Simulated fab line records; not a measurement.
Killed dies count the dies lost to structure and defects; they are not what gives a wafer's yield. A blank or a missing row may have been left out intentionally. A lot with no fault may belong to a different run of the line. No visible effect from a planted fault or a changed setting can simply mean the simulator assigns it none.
Which tool was responsible? | flow n5 finfet | 24 lots, 72 wafers sampled, at 6 steps of a route of 1938

## WHAT THE GAUGES SHOWED, per wafer
N5_BEOL_M4_RS_MEAS_58: measurement is done with a four-point probe. Usual: M4_RS gives 0.67 ohm/sq (standard deviation 0.033).
lot  | measured     | on            | M4_RS (ohm/sq) | flag
L074 | day 8 00:29  | film metro-02 | 0.67 0.73 0.65 |
L075 | day 8 15:55  | film metro-01 | 0.67 0.69 0.66 |
L076 | day 9 01:54  | film metro-02 | 0.73 0.70 0.70 |
L077 | day 9 08:16  | film metro-02 | 0.69 0.65 0.70 |
L078 | day 9 11:47  | film metro-02 | 0.65 0.67 0.69 |
L079 | day 9 19:26  | film metro-01 | 0.74 0.67 0.70 |
L080 | day 10 06:57 | film metro-02 | 0.64 0.68 0.66 |
L081 | day 10 09:05 | film metro-01 | 0.72 0.71 0.71 |
L083 | day 10 11:09 | film metro-01 | 0.71 0.71 0.69 |
L082 | day 10 15:29 | film metro-02 | 0.67 0.66 0.71 |
L084 | day 10 20:35 | film metro-02 | 0.66 0.64 0.65 |
L085 | day 11 03:27 | film metro-02 | 0.72 0.73 0.68 |
L086 | day 11 11:10 | film metro-02 | 0.68 0.67 0.64 |
L088 | day 12 04:25 | film metro-02 | 0.66 0.68 0.66 |
L087 | day 12 10:44 | film metro-01 | 0.65 0.65 0.65 |
L089 | day 12 12:04 | film metro-01 | 0.67 0.66 0.69 |
L090 | day 12 15:52 | film metro-01 | 0.65 0.67 0.66 |
L091 | day 12 15:07 | film metro-02 | 0.67 0.71 0.65 |
L093 | day 13 14:35 | film metro-01 | 0.64 0.64 0.58 |
L092 | day 13 16:47 | film metro-02 | 0.67 0.71 0.64 |
L094 | day 13 21:09 | film metro-02 | 0.63 0.64 0.59 |
L095 | day 14 01:07 | film metro-01 | 0.61 0.65 0.62 |
L096 | day 14 04:25 | film metro-02 | 0.65 0.60 0.65 |
L097 | day 15 00:21 | film metro-01 | 0.67 0.65 0.62 |

N5_BEOL_M5_CD_MEAS_11: the cd target is 27.74 nm. Usual: 27.97 nm for cd nm, sd 0.23.
lot  | measured     | on        | cd nm (nm)        | flag
L074 | day 8 03:59  | cd sem-03 | 27.77 27.84 28.14 |
L075 | day 8 20:54  | cd sem-03 | 28.29 27.92 28.12 |
L076 | day 9 05:22  | cd sem-02 | 27.86 27.85 28.04 |
L077 | day 9 13:20  | cd sem-02 | 27.85 28.02 28.06 |
L078 | day 9 15:51  | cd sem-01 | 27.97 28.06 28.20 |
L079 | day 10 00:32 | cd sem-02 | 27.96 28.09 28.05 |
L080 | day 10 09:55 | cd sem-01 | 27.79 27.66 27.78 |
L081 | day 10 13:29 | cd sem-02 | 28.10 28.00 28.01 |
L083 | day 10 14:05 | cd sem-03 | 27.96 28.16 27.79 |
L082 | day 10 18:35 | cd sem-03 | 27.71 27.96 28.09 |
L084 | day 10 23:34 | cd sem-01 | 27.96 28.27 27.94 |
L085 | day 11 07:28 | cd sem-03 | 27.87 27.61 27.94 |
L086 | day 11 13:35 | cd sem-02 | 27.91 27.83 27.58 |
L088 | day 12 07:20 | cd sem-01 | 28.25 28.54 27.96 |
L087 | day 12 15:17 | cd sem-02 | 27.65 28.33 28.19 |
L089 | day 12 15:44 | cd sem-02 | 27.67 27.79 28.02 |
L090 | day 12 18:25 | cd sem-01 | 28.11 27.83 27.86 |
L091 | day 12 18:08 | cd sem-01 | 27.63 27.77 27.89 |
L093 | day 13 20:58 | cd sem-03 | 28.21 28.31 27.58 |
L092 | day 13 21:34 | cd sem-02 | 27.90 27.61 28.03 |
L094 | day 14 00:52 | cd sem-01 | 28.49 27.90 27.89 |
L095 | day 14 04:04 | cd sem-01 | 27.84 28.17 27.96 |
L096 | day 14 06:57 | cd sem-01 | 28.16 28.28 28.11 |
L097 | day 15 02:59 | cd sem-03 | 27.86 27.87 27.98 |

## TOOL THAT RAN EACH LOT (tool first, then ch and the chambers of the sampled wafers, then the start)
lot  | N5_BEOL_M4_ALD_98                 | N5_BEOL_M4_SPUTTER_79        | N5_BEOL_M4_ANNEAL_82         | N5_BEOL_M4_CMP_52
L074 | ald sin-02 ch 0,1,2, day 7 17:33  | pvd sputter-01, day 7 21:54  | pvd sputter-01, day 7 22:12  | cmp-04 ch 2,3, day 7 23:56
L075 | ald sin-01 ch 0,2, day 8 02:07    | pvd sputter-01, day 8 13:08  | pvd sputter-01, day 8 13:26  | cmp-02 ch 0,3, day 8 15:22
L076 | ald sin-02 ch 0,1,3, day 8 13:43  | pvd sputter-03, day 8 19:28  | pvd sputter-03, day 8 19:46  | cmp-04 ch 0,1,3, day 9 01:20
L077 | ald sin-02 ch 0,2,3, day 8 17:49  | pvd sputter-03, day 9 05:41  | pvd sputter-03, day 9 05:59  | cmp-04 ch 1,2,3, day 9 07:43
L078 | ald sin-01 ch 2,3, day 8 23:10    | pvd sputter-03, day 9 09:10  | pvd sputter-03, day 9 09:28  | cmp-03 ch 1,2, day 9 11:12
L079 | ald sin-02 ch 0,1,3, day 9 10:10  | pvd sputter-03, day 9 16:49  | pvd sputter-03, day 9 17:07  | cmp-04 ch 0,1,3, day 9 18:56
L080 | ald sin-03 ch 0,1,2, day 9 22:16  | pvd sputter-03, day 10 03:12 | pvd sputter-03, day 10 03:30 | cmp-04 ch 0,2,3, day 10 06:02
L081 | ald sin-01 ch 1,2, day 9 22:34    | pvd sputter-02, day 10 06:31 | pvd sputter-02, day 10 06:49 | cmp-04 ch 0,1,2, day 10 08:32
L083 | ald sin-02 ch 1,2,3, day 9 23:13  | pvd sputter-02, day 10 08:27 | pvd sputter-02, day 10 08:45 | cmp-04 ch 0,1,2, day 10 10:29
L082 | ald sin-01 ch 1,2,3, day 10 03:23 | pvd sputter-01, day 10 12:53 | pvd sputter-01, day 10 13:11 | cmp-03 ch 0,1,2, day 10 15:00
L084 | ald sin-02 ch 0,1,2, day 10 10:45 | pvd sputter-01, day 10 17:49 | pvd sputter-01, day 10 18:07 | cmp-02 ch 2,3, day 10 19:58
L085 | ald sin-02 ch 0,1,2, day 10 16:46 | pvd sputter-01, day 11 00:39 | pvd sputter-01, day 11 00:57 | cmp-02 ch 1,2,3, day 11 02:41
L086 | ald sin-03 ch 2,3, day 11 04:53   | pvd sputter-02, day 11 08:30 | pvd sputter-02, day 11 08:48 | cmp-03 ch 0,2,3, day 11 10:40
L088 | ald sin-02 ch 0,3, day 11 10:03   | pvd sputter-02, day 12 01:47 | pvd sputter-02, day 12 02:05 | cmp-03 ch 0,2,3, day 12 03:54
L087 | ald sin-01 ch 1,3, day 11 22:39   | pvd sputter-01, day 12 07:48 | pvd sputter-01, day 12 08:06 | cmp-04 ch 0,1,2, day 12 10:11
L089 | ald sin-01 ch 0,1, day 12 02:18   | pvd sputter-03, day 12 09:22 | pvd sputter-03, day 12 09:40 | cmp-04 ch 1,2, day 12 11:31
L090 | ald sin-02 ch 0,1, day 12 06:34   | pvd sputter-03, day 12 13:17 | pvd sputter-03, day 12 13:35 | cmp-04 ch 1,2,3, day 12 15:21
L091 | ald sin-02 ch 0,1, day 12 08:45   | pvd sputter-02, day 12 12:31 | pvd sputter-02, day 12 12:49 | cmp-02 ch 0,3, day 12 14:34
L093 | ald sin-02 ch 0,1,3, day 12 19:44 | pvd sputter-01, day 13 09:17 | pvd sputter-01, day 13 09:35 | cmp-03 ch 0,2,3, day 13 14:05
L092 | ald sin-03 ch 0,1,2, day 12 23:25 | pvd sputter-01, day 13 14:04 | pvd sputter-01, day 13 14:22 | cmp-03 ch 1,2,3, day 13 16:09
L094 | ald sin-01 ch 0,1,2, day 13 00:10 | pvd sputter-03, day 13 18:33 | pvd sputter-03, day 13 18:51 | cmp-03 ch 2,3, day 13 20:35
L095 | ald sin-03 ch 0,1,3, day 13 14:46 | pvd sputter-02, day 13 22:32 | pvd sputter-02, day 13 22:50 | cmp-03 ch 0,3, day 14 00:34
L096 | ald sin-03 ch 0,1,3, day 13 15:23 | pvd sputter-03, day 14 01:49 | pvd sputter-03, day 14 02:07 | cmp-03 ch 0,2,3, day 14 03:52
L097 | ald sin-03 ch 1,3, day 13 23:32   | pvd sputter-02, day 14 21:04 | pvd sputter-02, day 14 21:22 | cmp-03 ch 0,2, day 14 23:36
- N5_BEOL_M4_ALD_98: deposits SiO2, target thk 2.5 nm, pulse time 1 s, co reactant pulse time 1 s.
- N5_BEOL_M4_SPUTTER_79: material Cu, target thk 4.5 nm, time 8.29 s.
- N5_BEOL_M4_ANNEAL_82: time 240 s.
- N5_BEOL_M4_CMP_52: polishes, stops on SiOC, t overpolish 6.8 s, target thk 40 nm.

## AS READ BY THE TOOLS THEMSELVES (means over the sampled wafers that have a number; for cases with no such wafer, the mark the record gives instead)
N5_BEOL_M4_ALD_98. Usual: heater power w 80 W, standard deviation 10; precursor pulse height rel 1.001, standard deviation 0.021.
lot  | tool       | heater power w (W) | precursor pulse height rel | flag
L074 | ald sin-02 | 87                 | 0.995                      |
L075 | ald sin-01 | 76                 | 0.987                      |
L076 | ald sin-02 | 87                 | 1.004                      |
L077 | ald sin-02 | 89                 | 0.985                      |
L078 | ald sin-01 | 79                 | 1.029                      |
L079 | ald sin-02 | 87                 | 1.006                      |
L080 | ald sin-03 | 80                 | 0.997                      |
L081 | ald sin-01 | 74                 | 0.997                      |
L083 | ald sin-02 | 80                 | 0.986                      |
L082 | ald sin-01 | 75                 | 1.003                      |
L084 | ald sin-02 | 87                 | 0.985                      |
L085 | ald sin-02 | 87                 | 1.009                      |
L086 | ald sin-03 | 74                 | 1.001                      |
L088 | ald sin-02 | 95                 | 0.986                      |
L087 | ald sin-01 | 69                 | 1.009                      |
L089 | ald sin-01 | 69                 | 1.019                      |
L090 | ald sin-02 | 94                 | 1.010                      |
L091 | ald sin-02 | 86                 | 1.007                      |
L093 | ald sin-02 | 87                 | 1.002                      |
L092 | ald sin-03 | 79                 | 1.013                      |
L094 | ald sin-01 | 71                 | 0.992                      |
L095 | ald sin-03 | 78                 | 0.993                      |
L096 | ald sin-03 | 78                 | 0.995                      |
L097 | ald sin-03 | 71                 | 0.992                      |

N5_BEOL_M4_SPUTTER_79. Usual: chuck gas flow sccm 1.26 sccm, standard deviation 0.05; throttle valve pct 29.8 %, standard deviation 1.4.
lot  | tool           | chuck gas flow sccm (sccm) | throttle valve pct (%) | flag
L074 | pvd sputter-01 | 1.30                       | 30.2                   |
L075 | pvd sputter-01 | 1.25                       | 28.9                   |
L076 | pvd sputter-03 | 1.25                       | 29.1                   |
L077 | pvd sputter-03 | 1.31                       | 30.2                   |
L078 | pvd sputter-03 | 1.18                       | 30.1                   |
L079 | pvd sputter-03 | 1.22                       | 29.2                   |
L080 | pvd sputter-03 | 1.22                       | 30.0                   |
L081 | pvd sputter-02 | 1.27                       | 30.1                   |
L083 | pvd sputter-02 | 1.25                       | 30.9                   |
L082 | pvd sputter-01 | 1.29                       | 28.9                   |
L084 | pvd sputter-01 | 1.23                       | 30.3                   |
L085 | pvd sputter-01 | 1.19                       | 29.4                   |
L086 | pvd sputter-02 | 1.24                       | 31.8                   |
L088 | pvd sputter-02 | 1.25                       | 30.8                   |
L087 | pvd sputter-01 | 1.20                       | 29.5                   |
L089 | pvd sputter-03 | 1.27                       | 29.9                   |
L090 | pvd sputter-03 | 1.27                       | 30.2                   |
L091 | pvd sputter-02 | 1.23                       | 30.2                   |
L093 | pvd sputter-01 | 1.26                       | 28.2                   |
L092 | pvd sputter-01 | 1.21                       | 28.4                   |
L094 | pvd sputter-03 | 1.28                       | 29.3                   |
L095 | pvd sputter-02 | 1.24                       | 30.0                   |
L096 | pvd sputter-03 | 1.21                       | 29.9                   |
L097 | pvd sputter-02 | 1.27                       | 30.9                   |

N5_BEOL_M4_ANNEAL_82. Usual: heater power w 845 W, standard deviation 64; susceptor_temp_C_max 400.9, standard deviation 0.35.
lot  | tool           | heater power w (W) | susceptor_temp_C_max | flag
L074 | pvd sputter-01 | 870                | 401.2                |
L075 | pvd sputter-01 | 886                | 400.4                |
L076 | pvd sputter-03 | 806                | 400.7                |
L077 | pvd sputter-03 | 812                | 400.8                |
L078 | pvd sputter-03 | 815                | 401.0                |
L079 | pvd sputter-03 | 812                | 400.8                |
L080 | pvd sputter-03 | 809                | 400.8                |
L081 | pvd sputter-02 | 858                | 400.9                |
L083 | pvd sputter-02 | 861                | 400.6                |
L082 | pvd sputter-01 | 900                | 400.8                |
L084 | pvd sputter-01 | 878                | 400.7                |
L085 | pvd sputter-01 | 853                | 400.8                |
L086 | pvd sputter-02 | 819                | 400.9                |
L088 | pvd sputter-02 | 779                | 400.5                |
L087 | pvd sputter-01 | 844                | 401.1                |
L089 | pvd sputter-03 | 852                | 401.0                |
L090 | pvd sputter-03 | 813                | 400.9                |
L091 | pvd sputter-02 | 799                | 401.1                |
L093 | pvd sputter-01 | 848                | 401.1                |
L092 | pvd sputter-01 | 876                | 400.8                |
L094 | pvd sputter-03 | 768                | 400.8                |
L095 | pvd sputter-02 | 851                | 401.1                |
L096 | pvd sputter-03 | 809                | 401.0                |
L097 | pvd sputter-02 | 808                | 401.1                |

N5_BEOL_M4_CMP_52. Usual: barrier field endpoint s 24.6 s, standard deviation 0.6; head pressure psi 0.9999 psi, standard deviation 0.0019; motor current A 6.1 A, standard deviation 0.51; overpolish run s 6.800 s, standard deviation 0.0089; time to endpoint s 62.1 s, standard deviation 3.
lot  | tool   | barrier field endpoint s (s) | head pressure psi (psi) | motor current A (A) | overpolish run s (s) | time to endpoint s (s) | flag
L074 | cmp-04 | 24.0                         | 0.9975                  | 6.2                 | 6.795                | 58.9                   |
L075 | cmp-02 | 25.4                         | 1.0000                  | 6.3                 | 6.798                | 63.5                   |
L076 | cmp-04 | 24.2                         | 1.0001                  | 6.0                 | 6.800                | 62.1                   |
L077 | cmp-04 | 24.4                         | 1.0000                  | 6.3                 | 6.797                | 61.8                   |
L078 | cmp-03 | 24.1                         | 0.9997                  | 6.0                 | 6.798                | 63.4                   |
L079 | cmp-04 | 23.7                         | 0.9987                  | 6.1                 | 6.809                | 59.9                   |
L080 | cmp-04 | 24.4                         | 0.9998                  | 6.0                 | 6.805                | 58.0                   |
L081 | cmp-04 | 24.4                         | 1.0002                  | 6.1                 | 6.798                | 60.0                   |
L083 | cmp-04 | 25.0                         | 1.0004                  | 6.5                 | 6.798                | 59.0                   |
L082 | cmp-03 | 25.3                         | 0.9979                  | 6.1                 | 6.793                | 65.1                   |
L084 | cmp-02 | 24.0                         | 1.0013                  | 5.7                 | 6.794                | 62.7                   |
L085 | cmp-02 | 24.5                         | 1.0022                  | 5.8                 | 6.801                | 60.9                   |
L086 | cmp-03 | 24.9                         | 0.9996                  | 6.0                 | 6.790                | 62.3                   |
L088 | cmp-03 | 25.0                         | 0.9992                  | 5.9                 | 6.800                | 66.4                   |
L087 | cmp-04 | 24.5                         | 1.0000                  | 6.3                 | 6.794                | 60.1                   |
L089 | cmp-04 | 24.0                         | 0.9990                  | 6.7                 | 6.802                | 61.9                   |
L090 | cmp-04 | 24.2                         | 0.9993                  | 6.6                 | 6.801                | 61.3                   |
L091 | cmp-02 | 24.4                         | 0.9991                  | 5.7                 | 6.803                | 62.7                   |
L093 | cmp-03 | 24.4                         | 1.0016                  | 5.7                 | 6.800                | 63.3                   |
L092 | cmp-03 | 25.2                         | 1.0000                  | 6.2                 | 6.804                | 66.0                   |
L094 | cmp-03 | 24.4                         | 0.9990                  | 5.7                 | 6.797                | 63.6                   |
L095 | cmp-03 | 24.8                         | 1.0000                  | 6.2                 | 6.794                | 63.3                   |
L096 | cmp-03 | 25.4                         | 0.9995                  | 5.8                 | 6.798                | 68.3                   |
L097 | cmp-03 | 24.8                         | 1.0000                  | 5.6                 | 6.799                | 63.0                   |

## THE ANSWER, worked out from the rows above alone
Rule: a lot counts as off when the mean over its wafers that have a number is more than 3 standard deviations away from the usual mean. Also off: a lot with no number at a reading for which 4 or more lots have one. Any other lot the step has rows for is counted as sound. After the gauges, taken in route order, come the tools' own readings; for these a lot's mean is taken, as printed above. At the first step where some lot is off, the reading lying furthest off is the one used; lots without a number count as furthest.
No lot is off at any reading shown: from this, nothing can be told.

## WHAT THE SIMULATOR HAD PUT IN
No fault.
